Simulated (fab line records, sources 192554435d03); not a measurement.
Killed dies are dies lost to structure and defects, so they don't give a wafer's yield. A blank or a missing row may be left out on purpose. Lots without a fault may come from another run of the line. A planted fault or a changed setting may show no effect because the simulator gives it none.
Split-lot experiment | flow n5_finfet | 7 lots, 39 wafers read, on a route of 1938 steps

THE SPLIT
At N5_MOL_CONTACT_COAG_VIA_ETCH_117 (etches SiO2 in C4F6/O2, target depth 40 nm, overetch 8 nm, time 26 s), the setting target_depth_a was moved away from the recipe's 400 angstrom on 12 of the 39 wafers read, by -12.3% to +10.4%. The other wafers ran this setting at the recipe's value.

The reading is taken at the split's own step.

THE READING
SOC_of_MOL_CONTACT_COAG_COAT_62.thk_nm (the simulator's own value, which no gauge read), in nm, at N5_MOL_CONTACT_COAG_VIA_ETCH_117 (etches SiO2 in C4F6/O2, target depth 40 nm, overetch 8 nm, time 26 s). The file gives no usual value for it. The 27 wafers here that ran the recipe average 51.5 nm, standard deviation 0.14 nm.

wafer  | tool, chamber at the split | target_depth_a as run, angstrom | against the recipe | SOC_of_MOL_CONTACT_COAG_COAT_62.thk_nm, nm | against lot-mates on the recipe
L076.1 | rie_diel-03, 0,2,2         | 400                             | recipe             | 51.4                                       | -
L076.3 | rie_diel-03, 0,2,2         | 400                             | recipe             | 51.4                                       | -
L076.4 | rie_diel-03, 0,2,2         | 400                             | recipe             | 51.4                                       | -
L076.2 | rie_diel-03, 1             | 400                             | recipe             | 51.8                                       | -
L076.6 | rie_diel-03, 1             | 400                             | recipe             | 51.8                                       | -
L076.5 | rie_diel-03, 0             | 400                             | recipe             | 51.6                                       | -
L079.1 | rie_diel-06, 1             | 400                             | recipe             | 51.4                                       | -
L079.2 | rie_diel-06, 2,0           | 400                             | recipe             | 51.6                                       | -
L079.4 | rie_diel-06, 2,0           | 400                             | recipe             | 51.6                                       | -
L082.1 | rie_diel-06, 3,0           | 351                             | -12.3%             | 52.2                                       | +0.8
L082.3 | rie_diel-06, 3,0           | 351                             | -12.3%             | 52.2                                       | +0.8
L082.2 | rie_diel-06, 1,0,3         | 400                             | recipe             | 51.4                                       | -
L082.4 | rie_diel-06, 1,0,3         | 400                             | recipe             | 51.4                                       | -
L082.5 | rie_diel-06, 1,0,3         | 400                             | recipe             | 51.4                                       | -
L082.6 | rie_diel-06, 1             | 351                             | -12.3%             | 52                                         | +0.6
L088.1 | rie_diel-05, 1,2           | 358                             | -10.5%             | 52                                         | +0.5
L088.4 | rie_diel-05, 1,2           | 358                             | -10.5%             | 52                                         | +0.5
L088.2 | rie_diel-05, 2,0           | 400                             | recipe             | 51.4                                       | -
L088.3 | rie_diel-05, 2,0           | 400                             | recipe             | 51.4                                       | -
L088.5 | rie_diel-05, 0             | 358                             | -10.5%             | 52.2                                       | +0.7
L088.6 | rie_diel-05, 1             | 400                             | recipe             | 51.6                                       | -
L090.1 | rie_diel-06, 3,0           | 400                             | recipe             | 51.6                                       | -
L090.2 | rie_diel-06, 3,0           | 400                             | recipe             | 51.6                                       | -
L090.3 | rie_diel-06, 2,1           | 441.5                           | +10.4%             | 50.8                                       | -0.7
L090.5 | rie_diel-06, 2,1           | 441.5                           | +10.4%             | 50.8                                       | -0.7
L090.4 | rie_diel-06, 1             | 400                             | recipe             | 51.4                                       | -
L090.6 | rie_diel-06, 0             | 441.5                           | +10.4%             | 51.2                                       | -0.3
L091.1 | rie_diel-05, 3             | 400                             | recipe             | 51.6                                       | -
L091.2 | rie_diel-05, 2             | 434                             | +8.5%              | 51                                         | -0.6
L091.3 | rie_diel-05, 0             | 434                             | +8.5%              | 51.2                                       | -0.4
L091.4 | rie_diel-05, 1             | 434                             | +8.5%              | 51.4                                       | -0.2
L091.5 | rie_diel-05, 1             | 400                             | recipe             | 51.8                                       | -
L091.6 | rie_diel-05, 2             | 400                             | recipe             | 51.4                                       | -
L095.1 | rie_diel-03, 3,0,1,0       | 400                             | recipe             | 51.6                                       | -
L095.3 | rie_diel-03, 3,0,1,0       | 400                             | recipe             | 51.6                                       | -
L095.4 | rie_diel-03, 3,0,1,0       | 400                             | recipe             | 51.6                                       | -
L095.6 | rie_diel-03, 3,0,1,0       | 400                             | recipe             | 51.6                                       | -
L095.2 | rie_diel-03, 2             | 400                             | recipe             | 51.4                                       | -
L095.5 | rie_diel-03, 3             | 400                             | recipe             | 51.8                                       | -
Where a row lists several chambers, the file gives one row for several wafers and doesn't say which wafer went through which chamber.

THE FIT
A straight line over all 39 wafers: SOC_of_MOL_CONTACT_COAG_COAT_62.thk_nm changes by -0.0499 nm for each +1% of target_depth_a; r = -0.89; the points scatter about the line by 0.15 nm.
The same after taking each lot's own level away (the mean of its wafers on the recipe; 39 wafers): -0.0565 nm for each +1%; r = -0.93; scatter 0.14 nm.
On that fit, the largest move of target_depth_a shifts the reading by 0.69 nm.
The lots' own levels span 51.40 to 51.60 nm, that is 1.4 times the standard deviation above.
So the lot-to-lot level changes the slope: the two fits differ.
Check: with one of the wafers moved furthest among these (-12.3%) left out of the fit, the line predicts +0.686 nm for it against its lot-mates. It came out at +0.8 nm against them.

OTHER SPLITS ON THESE WAFERS
These wafers also went through other splits before the reading. Each is held against what the fit with the lots' levels taken away leaves over:
other split on the same wafers  | wafers away from the commonest value | r with SOC_of_MOL_CONTACT_COAG_COAT_62.thk_nm (lot level and that fit taken away)
N5_DUMMY_GATE_EXPOSE_12 dose_mj | 9                                    | +0.16
N5_DUMMY_GATE_ETCH_32 time_s    | 12                                   | -0.09
N5_HKMG_FIN_ETCH_35 source_w    | 12                                   | +0.15

THE WHOLE CHAIN: every reading that the file lists as answering this split, in the file's order
step                             | what it does                                                         | reading                                                                                 | change (the file's fit)                                                              | r (the file's)
N5_MOL_CONTACT_COAG_VIA_ETCH_117 | etches SiO2 in C4F6/O2, target depth 40 nm, overetch 8 nm, time 26 s | SOC_of_MOL_CONTACT_COAG_COAT_62.thk_nm (the simulator's own value, which no gauge read) | -0.0566 nm for each +1% of the setting                                               | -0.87
N5_MOL_CONTACT_COAG_ETCH_124     | etches SiNx in CH3F/O2, stops on SiOC, target depth 6.5 nm           | etch.depth_nm (the simulator's own value, which no gauge read)                          | not straight: 4.973 at the lowest setting, 4.991 at the recipe, 4.728 at the highest | not given

THE FILE'S OWN FIT
SOC_of_MOL_CONTACT_COAG_COAT_62.thk_nm changes by -0.0566 nm for each +1% of target_depth_a, r = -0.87.
